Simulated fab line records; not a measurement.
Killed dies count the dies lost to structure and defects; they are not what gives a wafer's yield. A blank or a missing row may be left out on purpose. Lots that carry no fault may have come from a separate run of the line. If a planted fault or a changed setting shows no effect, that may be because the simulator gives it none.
A lot that was struck, set against a sound lot | flow nandHarc | 14 out of 1159 route steps
Sound: wafers L434.2, L434.4, L434.5. Struck: wafer L439.4 (left out: L439.3, a lot-mate that was not struck); the cause follows at the end.
At each step with rows: each side's tool, then ch and its chambers, then its first start. Under that, the readings that differ: sound wafers | struck wafers | difference of the means | sigmas: that difference in standard deviations of wafers without a fault.
alike: readings with means less than 2 such deviations apart, plus words and numbers identical on both sides. not compared: withheld readings, readings lacking a value on some wafer, bounds such as >300 that could conceal the same value, and numbers that have no deviation in the record and whose values overlap.
A row with sigmas, a row that says differs or no value, or rows on one side alone: a step with any of these is where the two part. Non-overlapping numbers with no deviation appear without sigmas and do not part them. Lack of a reading on every wafer of one side parts them only where that side has two or more wafers.

NHARC_A_ZERO_WELL_INSPECT_17:
  struck on defectInspect-01, day 10 08:36; sound on defectInspect-01, day 9 07:58
  alike: rawDefectCount
then, 3 steps without rows for these wafers: NHARC_A_SOURCE_PLATE_PRECLEAN_00 (cleans in HF-LAST, time 60 s); NHARC_A_SOURCE_PLATE_SRD_01; NHARC_A_SOURCE_PLATE_OXIDE_02 (material SiO2, target thk 10 nm, ox time 1362 s).
NHARC_A_SOURCE_PLATE_THK_MEAS_09: measures by ellipsometry.
  struck on filmMetro-01, day 10 13:01; sound on filmMetro-01, day 9 16:04
  alike: thkNm
then, 3 steps without rows for these wafers: NHARC_A_SOURCE_PLATE_PVD_04 (deposits WSi2, target thk 50 nm); NHARC_A_SOURCE_PLATE_CVD_03 (deposits poly-Si, target thk 200 nm, time 4000 s); NHARC_A_SOURCE_PLATE_ANNEAL_05 (time 1800 s).
NHARC_A_SOURCE_PLATE_THK_MEAS_06: measures by ellipsometry.
  struck on filmMetro-02, day 11 01:57; sound on filmMetro-02, day 10 04:55
  alike: thkNm
NHARC_A_SOURCE_PLATE_INSPECT_08:
  struck on defectInspect-01, day 11 02:01; sound on defectInspect-02, day 10 04:59
  alike: rawDefectCount
NHARC_A_ONON_D1_DEP_00: target thk 1000 nm.
  sound on pecvdOnon-01 ch 0, day 10 05:06; struck on pecvdOnon-03 ch 0, day 11 02:32
  alike: n2oFlowSccm
NHARC_A_ONON_D1_THK_MEAS_02: measures by ellipsometry.
  struck on filmMetro-01, day 11 02:56; sound on filmMetro-02, day 10 05:34
reading    | sound       | struck | difference | sigmas
thkNm (nm) | 998 998 997 | 1475   | +477       | +51
following that, 1 step holds no rows for these wafers, namely NHARC_A_ONON_D1_DEP_03 (target thickness 1000 nm).
NHARC_END_SORT_01:
  the record has rows for the sound wafers here (prober-02 ch 0, day 22 14:23) and none for the struck ones

WHERE THEY PART
At NHARC_A_ONON_D1_THK_MEAS_02 first; at NHARC_END_SORT_01 last (within this record only).

WHY: what the simulator had put in
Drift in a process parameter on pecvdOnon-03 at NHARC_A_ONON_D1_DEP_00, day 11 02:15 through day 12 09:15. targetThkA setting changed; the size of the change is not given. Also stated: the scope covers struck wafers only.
